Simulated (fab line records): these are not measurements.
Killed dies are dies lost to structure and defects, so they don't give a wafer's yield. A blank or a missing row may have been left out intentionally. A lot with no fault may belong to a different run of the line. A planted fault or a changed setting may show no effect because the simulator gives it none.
The tool behind it: which one? ; flow n5_finfet ; 27 wafers from 9 lots sampled at 5 of the route's 1938 steps

## WHAT EACH GAUGE READ, for each wafer
N5_BEOL_M4_RC_MEAS_101. Usual: DIBL_N 37.5 mV/V, standard deviation 2.5; DIBL_P 38 mV/V, standard deviation 3.1; IOFF_N 0.19 nA/um, standard deviation 0.059; IOFF_P 0.24 nA/um, standard deviation 0.061; ION_N 679 uA/um, standard deviation 16; ION_P 465 uA/um, standard deviation 9.8; SS_N 72.0 mV/dec, standard deviation 0.8; SS_P 73.7 mV/dec, standard deviation 0.86; VT_N 248 mV, standard deviation 4.5; VT_P -249 mV, standard deviation 3.5.
lot;measured;on;DIBL_N (mV/V);DIBL_P (mV/V);IOFF_N (nA/um);IOFF_P (nA/um);ION_N (uA/um);ION_P (uA/um);SS_N (mV/dec);SS_P (mV/dec);VT_N (mV);VT_P (mV);flag
L762;day 7 19:21;prober-02;34.1 37.8 39.7;36 37 40;0.12 0.18 0.23;0.20 0.22 0.27;659 678 679;459 466 459;70.6 72.3 72.7;72.8 73.5 74.2;254 251 248;-249 -250 -245;
L766;day 8 20:35;prober-02;37.5 41.0 37.7;38 43 38;0.19 0.31 0.18;0.24 0.37 0.25;679 711 683;463 480 469;71.3 72.8 72.1;73.4 75.0 73.4;249 238 248;-248 -242 -247;
L768;day 9 23:35;prober-01;33.7 37.1 41.1;34 39 44;0.12 0.18 0.31;0.17 0.23 0.34;662 677 705;453 464 477;71.2 71.8 73.1;72.9 73.8 75.8;255 249 244;-252 -246 -245;
L769;day 10 05:40;prober-02;35.9 37.2 33.6;37 37 34;0.16 0.19 0.11;0.20 0.20 0.17;667 680 659;459 461 451;72.3 72.0 70.9;73.8 73.0 73.0;251 249 255;-252 -251 -254;
L770;day 10 21:11;prober-01;34.4 38.7 37.1;35 39 37;0.10 0.18 0.14;0.16 0.24 0.20;657 673 651;453 467 452;70.8 71.8 71.5;73.2 74.1 73.1;260 247 252;-253 -249 -251;
L775;day 11 17:02;prober-02;37.5 36.4 36.5;37 34 35;0.20 0.16 0.18;0.30 0.23 0.26;706 689 684;489 470 479;70.9 72.0 71.7;73.4 72.9 72.7;242 249 249;-244 -248 -244;
L776;day 11 19:13;prober-02;35.8 36.5 38.3;36 37 38;0.13 0.14 0.19;0.21 0.21 0.27;659 658 682;465 455 471;71.9 71.5 72.0;73.3 73.3 74.3;256 252 248;-249 -250 -248;
L784;day 14 00:07;prober-02;37.5 34.7 37.5;39 35 40;0.18 0.13 0.19;0.22 0.17 0.26;679 673 677;466 459 463;72.5 71.5 72.1;73.7 73.4 74.5;251 254 248;-252 -252 -249;
L785;day 14 05:08;prober-02;36.5 36.5 36.0;37 39 37;0.18 0.19 0.15;0.22 0.27 0.20;681 690 677;462 476 461;72.6 72.7 72.3;73.0 74.0 73.7;250 247 253;-249 -247 -253;

## TOOL THAT RAN EACH LOT (tool first, then ch and the chambers of the sampled wafers, then the start)
lot;N5_BEOL_M3_PRE_CLEAN_60;N5_BEOL_M4_STRIP_19;N5_BEOL_M4_ETCH_69;N5_BEOL_M4_STRIP_36
L762;cvd_co-01 ch 0,2, day 7 05:52;rie_diel-01 ch 1,2, day 7 10:47;rie_diel-05 ch 0,3, day 7 11:49;rie_diel-05 ch 0,1,2, day 7 13:16
L766;cvd_co-02 ch 0,1,2, day 8 10:57;rie_diel-01 ch 0,1, day 8 13:20;rie_diel-05 ch 2,3, day 8 13:54;rie_diel-03 ch 0,1,2, day 8 15:37
L768;cvd_co-01 ch 1,2, day 9 15:20;rie_diel-03 ch 1,2,3, day 9 17:13;rie_diel-03 ch 0,1,3, day 9 17:54;rie_diel-01 ch 0,3, day 9 18:53
L769;cvd_co-01 ch 0,1, day 9 16:43;rie_diel-05 ch 0,3, day 9 20:17;rie_diel-03 ch 0,1,3, day 9 21:02;rie_diel-03 ch 0,1, day 9 22:14
L770;cvd_co-01 ch 0,1,2, day 10 04:02;rie_diel-03 ch 0,2,3, day 10 06:20;rie_diel-01 ch 1,2,3, day 10 07:05;rie_diel-05 ch 0,1,2, day 10 14:59
L775;cvd_co-02 ch 1,2, day 11 03:04;rie_diel-05 ch 0,2,3, day 11 04:43;rie_diel-03 ch 0,1, day 11 05:24;rie_diel-01 ch 0,1,2, day 11 11:59
L776;cvd_co-01 ch 0,1,2, day 11 03:39;rie_diel-01 ch 0,1, day 11 07:30;rie_diel-05 ch 1,3, day 11 08:04;rie_diel-01 ch 1,2, day 11 14:15
L784;cvd_co-01 ch 1,2, day 13 06:15;rie_diel-01 ch 0,1,2, day 13 10:07;rie_diel-01 ch 1,2,3, day 13 11:43;rie_diel-03 ch 1,2,3, day 13 18:30
L785;cvd_co-02 ch 1,2, day 13 14:58;rie_diel-03 ch 1,2,3, day 13 17:17;rie_diel-01 ch 0,2, day 13 18:45;rie_diel-05 ch 1,2,3, day 14 01:04
- N5_BEOL_M3_PRE_CLEAN_60: time 15 s.
- N5_BEOL_M4_STRIP_19: strips in O2.
- N5_BEOL_M4_ETCH_69: etches SiARC in CF4, target depth 15.6 nm, time 26 s.
- N5_BEOL_M4_STRIP_36: strips in N2/H2.

## WHAT THE TOOLS THEMSELVES READ (means of the sampled wafers that have a number; where no wafer has one, the mark that the record gives instead)
N5_BEOL_M3_PRE_CLEAN_60. Usual: heater_power_w reads 88 W (standard deviation 22).
lot;tool;heater_power_w (W);flag
L762;cvd_co-01;92;
L766;cvd_co-02;71;
L768;cvd_co-01;114;
L769;cvd_co-01;106;
L770;cvd_co-01;109;
L775;cvd_co-02;74;
L776;cvd_co-01;109;
L784;cvd_co-01;115;
L785;cvd_co-02;74;

N5_BEOL_M4_STRIP_19. Usual: drypump_motor_current_A 5.5 A, standard deviation 0.43; oes_product_au 0.81 a.u., standard deviation 0.09; rf_vpp_V 3.6 V, standard deviation 0.49; showerhead_plenum_p_Torr 2.14 Torr, standard deviation 0.077; throttle_valve_pct 16.70 %, standard deviation 0.27.
lot;tool;drypump_motor_current_A (A);oes_product_au (a.u.);rf_vpp_V (V);showerhead_plenum_p_Torr (Torr);throttle_valve_pct (%);flag
L762;rie_diel-01;5.6;0.69;3.0;2.06;17.24;
L766;rie_diel-01;5.5;0.85;3.9;2.15;16.76;
L768;rie_diel-03;5.5;0.86;3.8;2.21;16.48;
L769;rie_diel-05;5.2;0.86;3.8;2.12;16.37;
L770;rie_diel-03;5.6;0.79;3.5;2.14;16.71;
L775;rie_diel-05;5.6;0.78;3.6;2.09;16.60;
L776;rie_diel-01;5.5;0.81;3.8;2.14;16.81;
L784;rie_diel-01;5.6;0.89;3.7;2.18;16.74;
L785;rie_diel-03;5.5;0.81;3.9;2.20;16.55;

N5_BEOL_M4_ETCH_69. Usual: for cf4_flow_sccm, 100.00 sccm with a standard deviation of 0.3; for drypump_motor_current_A, 5.6 A with a standard deviation of 0.41; for etch_rf_on_time_s, 26.1 s with a standard deviation of 0.83; for oes_product_au, 0.70 a.u. with a standard deviation of 0.076; for rf_vpp_V, 184.4 V with a standard deviation of 1.2; for showerhead_plenum_p_Torr, 2.18 Torr with a standard deviation of 0.079; for throttle_valve_pct, 15.59 % with a standard deviation of 0.25.
lot;tool;cf4_flow_sccm (sccm);drypump_motor_current_A (A);etch_rf_on_time_s (s);oes_product_au (a.u.);rf_vpp_V (V);showerhead_plenum_p_Torr (Torr);throttle_valve_pct (%);flag
L762;rie_diel-05;99.90;5.2;25.8;0.77;184.3;2.17;15.27;
L766;rie_diel-05;100.21;6.1;26.0;0.71;183.9;2.11;15.40;
L768;rie_diel-03;99.99;5.3;26.2;0.69;184.1;2.19;15.69;
L769;rie_diel-03;100.22;5.3;26.3;0.69;184.1;2.19;15.68;
L770;rie_diel-01;99.81;5.5;25.9;0.68;184.9;2.21;15.68;
L775;rie_diel-03;120.08;5.3;25.7;0.66;183.7;2.25;16.66;OFF
L776;rie_diel-05;99.61;5.8;26.5;0.68;183.2;2.08;15.57;
L784;rie_diel-01;99.68;5.5;25.6;0.74;184.9;2.20;15.56;
L785;rie_diel-01;100.09;5.9;25.9;0.73;185.5;2.24;15.65;

N5_BEOL_M4_STRIP_36. Usual: drypump_motor_current_A 5.6 A, standard deviation 0.38; oes_product_au 0.81 a.u., standard deviation 0.092; rf_vpp_V 59.3 V, standard deviation 1.5; showerhead_plenum_p_Torr 2.58 Torr, standard deviation 0.097; throttle_valve_pct 23.5 %, standard deviation 0.55.
lot;tool;drypump_motor_current_A (A);oes_product_au (a.u.);rf_vpp_V (V);showerhead_plenum_p_Torr (Torr);throttle_valve_pct (%);flag
L762;rie_diel-05;5.4;0.78;57.8;2.50;23.4;
L766;rie_diel-03;5.5;0.87;58.5;2.61;23.7;
L768;rie_diel-01;5.7;0.87;59.3;2.57;23.5;
L769;rie_diel-03;5.4;0.79;59.6;2.52;24.2;
L770;rie_diel-05;5.3;0.76;60.6;2.49;23.4;
L775;rie_diel-01;5.6;0.82;58.8;2.63;23.9;
L776;rie_diel-01;5.6;0.84;60.9;2.66;23.7;
L784;rie_diel-03;5.5;0.81;59.5;2.66;23.3;
L785;rie_diel-05;5.9;0.87;59.4;2.44;23.3;

## THE ANSWER, worked out from the rows above alone
Rule: take the mean of a lot's wafers that have a number; if it is more than 3 standard deviations from the usual mean, the lot is off. Also off: a lot with no number at a reading for which 4 or more lots have one. All remaining lots with rows at the step are treated as sound. First the gauges in route order, then the tools' own readings, where a lot's mean is used as printed above. At the first step where some lot is off, the reading lying furthest off is the one used; lots without a number count as furthest.
Off, at N5_BEOL_M4_ETCH_69 on cf4_flow_sccm: L775.
If a tool, at that step or one of the process steps before it, ran each lot that is off and ran no sound lot following the first of them, it fits. 2 tools fit, rie_diel-05 at N5_BEOL_M4_STRIP_19 and rie_diel-03 at N5_BEOL_M4_ETCH_69, so this cannot tell which one it is.

## WHAT WAS PUT IN BY THE SIMULATOR
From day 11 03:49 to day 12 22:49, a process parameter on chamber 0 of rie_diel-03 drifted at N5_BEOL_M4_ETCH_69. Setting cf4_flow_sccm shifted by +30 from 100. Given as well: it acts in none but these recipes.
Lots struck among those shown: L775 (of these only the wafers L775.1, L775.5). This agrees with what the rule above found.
